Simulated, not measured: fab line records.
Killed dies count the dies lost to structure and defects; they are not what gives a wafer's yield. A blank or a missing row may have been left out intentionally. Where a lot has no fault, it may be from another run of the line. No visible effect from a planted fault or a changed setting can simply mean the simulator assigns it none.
Matching of chambers ; flow n5_finfet ; N5_BEOL_M11_ETCH_66 on rie_diel-06: 4 sister chambers
The step etches SOC in N2/H2, target depth 120 nm, overetch 24 nm, time 180 s. 20 wafers are shown with their chamber, then 10 later ones without.

== WAFERS WITH THEIR CHAMBER ==
wafer;chamber;drypump_motor_current_A (A);throttle_valve_pct (%);oes_product_au (a.u.)
L075.3;0;5.4;17.90;0.59
L075.4;3;4.9;18.16;0.56
L075.6;1;6.0;18.23;0.56
L080.2;2;5.0;17.69;0.67
L080.3;0;5.4;17.92;0.58
L080.6;1;5.9;18.24;0.55
L081.2;2;5.0;17.70;0.67
L081.5;1;6.0;18.24;0.55
L081.6;0;5.4;17.91;0.58
L084.2;0;5.4;17.92;0.58
L084.3;2;5.0;17.71;0.66
L084.6;1;6.0;18.26;0.54
L086.2;2;5.1;17.75;0.66
L086.4;0;5.3;17.95;0.57
L086.6;3;4.9;17.76;0.79
L089.3;0;5.3;17.96;0.57
L089.4;3;4.9;17.77;0.77
L089.6;0;5.4;17.94;0.57
L092.1;0;5.3;17.97;0.57
L092.4;3;4.9;17.80;0.76

SIGNATURES, as means of the wafers listed above
reading;chamber 0;chamber 1;chamber 2;chamber 3;scatter within a chamber
drypump_motor_current_A;5.362;5.975;5.025;4.900;0.0459
throttle_valve_pct;17.9337;18.2425;17.7125;17.8725;0.0859
oes_product_au;0.5762;0.5500;0.6650;0.7200;0.047
Rule: a wafer's distance from a chamber is the root of the sum, over the readings, of the square of ((its reading less the chamber's mean) divided by the reading's scatter). If the next closest chamber is less than 2 further off than the closest, the wafer can't be placed; otherwise it belongs to the closest. The scatter: take each reading less its chamber's mean, square it, sum over the shown wafers, divide by the number of wafers less the number of chambers, and take the root.

== WAFERS WITHOUT THEIR CHAMBER ==
wafer;drypump_motor_current_A (A);throttle_valve_pct (%);oes_product_au (a.u.)
L092.6;6.0;17.82;0.76
L094.2;4.9;17.79;0.77
L094.3;5.4;17.97;0.57
L094.5;6.0;17.83;0.76
L096.4;6.0;17.82;0.74
L096.5;4.9;17.80;0.74
L096.6;5.1;17.77;0.64
L097.1;4.9;17.81;0.74
L097.4;6.0;17.82;0.74
L097.5;5.0;17.78;0.64

== WHICH CHAMBER EACH ONE RAN IN ==
wafer;from the rows above;in truth
L092.6;1;1
L094.2;3;3
L094.3;0;0
L094.5;1;1
L096.4;1;1
L096.5;3;3
L096.6;2;2
L097.1;3;3
L097.4;1;1
L097.5;can't be placed: 2 or 3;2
Placed correctly: 9 of 10. Cannot be placed on the basis of these rows: 1; the candidates contain the true chamber in 1. Number placed wrongly: 0.
